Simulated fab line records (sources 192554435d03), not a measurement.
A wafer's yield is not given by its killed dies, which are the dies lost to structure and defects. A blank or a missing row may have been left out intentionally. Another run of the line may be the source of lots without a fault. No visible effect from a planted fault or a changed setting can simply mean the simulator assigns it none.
fab line records ; flow n5_finfet
[record] lots = 7; wafers = 39
route steps=1938 shown WELL_APT@47 FIN_SAQP@96 DUMMY_GATE@237 SD_EPI_N@267 BEOL_M4@1111
start_h: the number of hours between the record's first day and the start of the first shown wafer of the lot ; wait_h: hours from the lot's prior step to this one ; " the same as in the row above ; L1.1+2: a row that stands for several wafers ; - no value, or no start given ; * or withheld: withheld ; < > ~ a bound
route shown NAME@n: NAME is a module with steps in the file, n the number in the route of the first one ; usual: the fault-free wafers' mean and standard deviation ; same: alike in all rows ; chamber/n: place in a boat ; sites: the reading at each site ; _std_site: their standard deviation ; _edge_site: mean of outer sites minus mean of inner sites ; radius_mm: how far each site lies from the wafer's centre ; mask NAME#n: copy n ; behind: the last tool/chamber to shape the wafer ; hold: reason for holding the lot/hours on hold/outcome of the hold ; device: which transistor (n, p or np) failed to switch ; end of line: tests run on the same wafers once the route is complete ; step lacking rows: just its recipe ; killed: not the wafer's yield, but the dies lost to structure and defects at the first sort ; map: the dies of a wafer, with x for killed, . for not killed, _ for no die there
set.NAME: the setting as run; set.NAME@STEP: as run at that earlier step ; model.NAME: the simulator's own value behind a step, which no gauge read
lots where settings were altered on purpose, with a table for each step and a row for each wafer
[[steps]]
[step N5_WELL_APT_IMPLANT_31]
[recipe] species = B; energy_kev = 60; dose_cm2 = 1.5e+13; tilt_deg = 0; rotation_deg = 0
[step N5_WELL_APT_IMPLANT_32]
[recipe] species = BF2; energy_kev = 50; dose_cm2 = 2e+13; tilt_deg = 0; rotation_deg = 0
[step N5_FIN_SAQP_HM_DEP_03]
[recipe] material = SiNx; target_thk_a = 380; temp_c = 400; precursor = SiH4/NH3/N2; pressure_torr = 1.5; rf_w = 300; time_s = 33.6
[step N5_FIN_SAQP_SPACER2_ALD_28]
[recipe] material = SiO2; target_thk_a = 81; temp_c = 300; ald_precursor_family = BDEAS; ald_co_reactant = O2-plasma; pulse_time_s = 1; purge_time_s = 2; co_reactant_purge_time_s = 2; pressure_torr = 2
[step N5_DUMMY_GATE_ETCH_37]
[recipe] chemistry = N2/H2; target = SOC; target_depth_a = 600; overetch_a = 300; temp_c = 40; ion_energy_ev = 200; pressure_mtorr = 30; source_w = 840; bias_w = 150; n2_flow_sccm = 200; h2_flow_sccm = 200
[step N5_DUMMY_GATE_ETCH_31]
[recipe] chemistry = C4F6/O2; target = SiO2; mask_material = SOC; target_depth_a = 825; time_s = 27.5; ion_energy_ev = 250; pressure_mtorr = 30; source_w = 345; bias_w = 185; Ar_flow_sccm = 300; C4F6_flow_sccm = 10; O2_flow_sccm = 10
[step N5_DUMMY_GATE_ETCH_42]
[recipe] chemistry = CHF3/O2; target = SiO2; target_depth_a = 35; time_s = 31; ion_energy_ev = 30; bias_w = 12; pressure_mtorr = 30; source_w = 600; Ar_flow_sccm = 200; CHF3_flow_sccm = 50; O2_flow_sccm = 5
[step N5_SD_EPI_N_EXPOSE_06]
[recipe] mask_id = SD_N_BLK; na = 1.35; source_shape = conventional; sigma_outer = 0.8; polarization = unpolarized; target_cd_nm = 120; dose_mj = 39.75
[step N5_BEOL_M4_RC_MEAS_101]
[usual] CJ_N = 4.38/0.067; DIBL_P = 36.1/1.6; RS_PWELL = 3002/22; VT_N = 249.1/2.5; VT_N_LVT = 98.3/2.4; VT_P_LVT = -99.0/2.4
lot.wafer;tool;chamber;start_h;wait_h;set.energy_kev@WELL_APT_IMPLANT_31;set.dose_cm2@WELL_APT_IMPLANT_32;set.target_thk_a@FIN_SAQP_HM_DEP_03;set.target_thk_a@FIN_SAQP_SPACER2_ALD_28;set.source_w@DUMMY_GATE_ETCH_37;set.target_depth_a@DUMMY_GATE_ETCH_31;set.bias_w@DUMMY_GATE_ETCH_42;set.dose_mj@SD_EPI_N_EXPOSE_06;CJ_N;DIBL_P[mV/V];RS_PWELL[ohm/sq];VT_N[mV];VT_N_LVT[mV];VT_P_LVT[mV]
L077.1;prober-02;0;182.03;0.0;60;2e+13;342.5;81;840;825;10.6;40.68;4.38;35.1;2971;251.6;99.8;-98.6
L077.2;prober-02;0;182.03;0.0;60;2e+13;342.5;87.37;960.6;825;10.6;40.68;4.32;41.8;3017;241.3;90.3;-92.1
L077.3;prober-02;0;182.03;0.0;56.01;2e+13;380;81;960.6;825;12;39.75;4.28;35.0;3055;254.0;102.9;-98.4
L077.4;prober-02;0;182.03;0.0;56.01;1.753e+13;342.5;87.37;840;825;12;39.75;3.98;39.4;3079;242.3;92.8;-94.3
L077.5;prober-02;0;182.03;0.0;60;1.753e+13;380;87.37;960.6;825;10.6;39.75;4.01;40.4;3005;241.8;92.3;-92.1
L077.6;prober-02;0;182.03;0.0;56.01;1.753e+13;380;81;840;825;12;40.68;4.01;34.1;3076;253.5;101.7;-100.4
L082.1;prober-02;0;206.31;0.0;60;2e+13;380;81;840;825;13.48;39.75;4.36;34.3;2977;249.3;98.2;-97.2
L082.2;prober-02;0;206.31;0.0;65.22;1.624e+13;329.2;81;840;825;12;39.75;3.90;33.9;2923;248.3;95.8;-97.5
L082.3;prober-02;0;206.31;0.0;65.22;2e+13;380;84.23;840;825;12;39.75;4.30;38.2;2893;242.8;92.8;-93.4
L082.4;prober-02;0;206.31;0.0;65.22;1.624e+13;380;81;713.3;825;13.48;39.75;3.88;33.2;2926;249.0;97.8;-97.2
L082.5;prober-02;0;206.31;0.0;60;2e+13;329.2;84.23;713.3;825;12;39.75;4.35;37.4;2994;243.7;91.4;-94.4
L082.6;prober-02;0;206.31;0.0;60;1.624e+13;329.2;84.23;713.3;825;13.48;39.75;3.91;36.9;3013;244.7;91.0;-94.6
L081.1;prober-01;0;211.73;0.0;66.9;2e+13;423.7;81;978.9;866.6;10.61;39.75;4.33;36.7;2885;249.4;98.8;-101.7
L081.2;prober-01;0;211.73;0.0;66.9;2e+13;423.7;84.06;840;825;12;41.73;4.36;36.7;2912;249.4;96.3;-101.5
L081.3;prober-01;0;211.73;0.0;60;2e+13;380;81;978.9;866.6;12;41.73;4.33;36.9;2995;247.6;98.1;-101.7
L081.4;prober-01;0;211.73;0.0;66.9;2e+13;380;84.06;840;866.6;12;39.75;4.40;38.1;2884;245.3;94.8;-99.2
L081.5;prober-01;0;211.73;0.0;60;2e+13;423.7;84.06;978.9;825;10.61;41.73;4.39;38.8;3022;245.7;93.1;-99.7
L081.6;prober-01;0;211.73;0.0;60;2e+13;380;81;840;825;10.61;39.75;4.40;36.0;3027;249.1;97.7;-102.0
L089.1;prober-02;0;249.03;0.0;60;1.799e+13;380;81;840;786.1;10.34;42.81;4.08;35.1;3000;247.6;99.4;-100.4
L089.2;prober-02;0;249.03;0.0;60;2e+13;380;81;951.6;825;10.34;39.75;4.33;37.0;2988;249.2;98.8;-100.1
L089.3;prober-02;0;249.03;0.0;66.55;2e+13;380;69.51;951.6;786.1;12;42.81;4.35;27.5;2880;266.0;115.9;-109.8
L089.4;prober-02;0;249.03;0.0;66.55;2e+13;380;81;840;825;12;39.75;4.34;33.4;2860;251.4;101.9;-102.6
L089.5;prober-02;0;249.03;0.0;60;1.799e+13;380;69.51;951.6;786.1;12;39.75;4.08;26.7;2989;265.3;113.8;-110.6
L089.6;prober-02;0;249.03;0.0;66.55;1.799e+13;380;69.51;840;825;10.34;42.81;4.06;24.9;2889;267.6;114.8;-111.3
L090.1;prober-01;0;256.56;0.0;60;1.744e+13;380;81;840;825;12;39.75;4.25;36.6;3032;246.4;95.0;-98.2
L090.2;prober-01;0;256.56;0.0;60;1.744e+13;408.4;86.3;840;825;13.51;38.43;4.15;39.4;3048;242.6;90.8;-96.2
L090.3;prober-01;0;256.56;0.0;65.39;2e+13;380;81;719.5;825;13.51;38.43;4.45;36.0;2941;249.0;95.8;-98.8
L090.4;prober-01;0;256.56;0.0;60;2e+13;408.4;81;719.5;825;13.51;39.75;4.44;33.5;3066;253.8;101.2;-100.8
L090.5;prober-01;0;256.56;0.0;65.39;1.744e+13;408.4;86.3;719.5;825;12;39.75;4.20;39.6;2954;239.8;88.6;-94.6
L090.6;prober-01;0;256.56;0.0;65.39;2e+13;380;86.3;840;825;12;38.43;4.43;40.1;2920;240.5;89.4;-93.9
L092.1;prober-02;0;274.69;0.0;60;2e+13;432.4;90.57;840;758.9;10.11;39.75;4.38;43.2;2983;235.9;85.5;-90.5
L092.2;prober-02;0;274.69;0.0;60;1.75e+13;380;81;840;825;10.11;39.75;4.12;36.5;3062;246.9;98.1;-99.8
L092.3;prober-02;0;274.69;0.0;60;1.75e+13;380;90.57;840;758.9;12;38.62;4.11;45.4;3025;233.1;83.5;-89.4
L092.4;prober-02;0;274.69;0.0;53.18;2e+13;432.4;81;840;825;12;39.75;4.38;36.6;3172;247.1;96.9;-97.5
L092.5;prober-02;0;274.69;0.0;53.18;1.75e+13;432.4;81;840;758.9;10.11;38.62;4.13;33.9;3161;252.3;103.3;-100.6
L092.6;prober-02;0;274.69;0.0;53.18;2e+13;380;90.57;840;825;12;38.62;4.41;44.2;3160;234.9;83.1;-89.3
L095.1;prober-02;0;284.60;0.0;60;2e+13;380;81;840;825;12;39.75;4.37;38.7;3003;252.0;101.8;-99.1
L095.4;prober-02;0;284.60;0.0;60;2e+13;380;81;840;825;12;39.75;4.42;36.9;2999;254.6;102.7;-99.5
L095.5;prober-02;0;284.60;0.0;60;2e+13;380;81;840;825;12;39.75;4.46;40.2;3007;248.3;100.1;-96.7
[[key]]
[split] step = N5_WELL_APT_IMPLANT_31; setting = energy_kev; stated_as = 60
[response] step = N5_BEOL_M4_RC_MEAS_101; reading = RS_PWELL; slope = -11.1; per = 1%; together_with = all; explained = 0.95
[split] step = N5_WELL_APT_IMPLANT_32; setting = dose_cm2; stated_as = 2e+13
[response] step = N5_BEOL_M4_RC_MEAS_101; reading = CJ_N; slope = +0.0236; per = 1%; together_with = all; explained = 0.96
[split] step = N5_FIN_SAQP_HM_DEP_03; setting = target_thk_a; stated_as = 380
response none clear
[split] step = N5_FIN_SAQP_SPACER2_ALD_28; setting = target_thk_a; stated_as = 81
[response] step = N5_BEOL_M4_RC_MEAS_101; reading = VT_N_LVT; slope = -1.16; per = 1%; together_with = all; explained = 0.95
[response] step = N5_BEOL_M4_RC_MEAS_101; reading = VT_P_LVT; slope = +0.721; per = 1%; together_with = all; explained = 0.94
[response] step = N5_BEOL_M4_RC_MEAS_101; reading = DIBL_P; slope = +0.667; per = 1%; together_with = all; explained = 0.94
[response] step = N5_BEOL_M4_RC_MEAS_101; reading = VT_N; slope = -1.22; per = 1%; together_with = all; explained = 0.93
[split] step = N5_DUMMY_GATE_ETCH_37; setting = source_w; stated_as = 840
response none clear
[split] step = N5_DUMMY_GATE_ETCH_31; setting = target_depth_a; stated_as = 825
response none clear
[split] step = N5_DUMMY_GATE_ETCH_42; setting = bias_w; stated_as = 12
response none clear
[split] step = N5_SD_EPI_N_EXPOSE_06; setting = dose_mj; stated_as = 39.75
response none clear
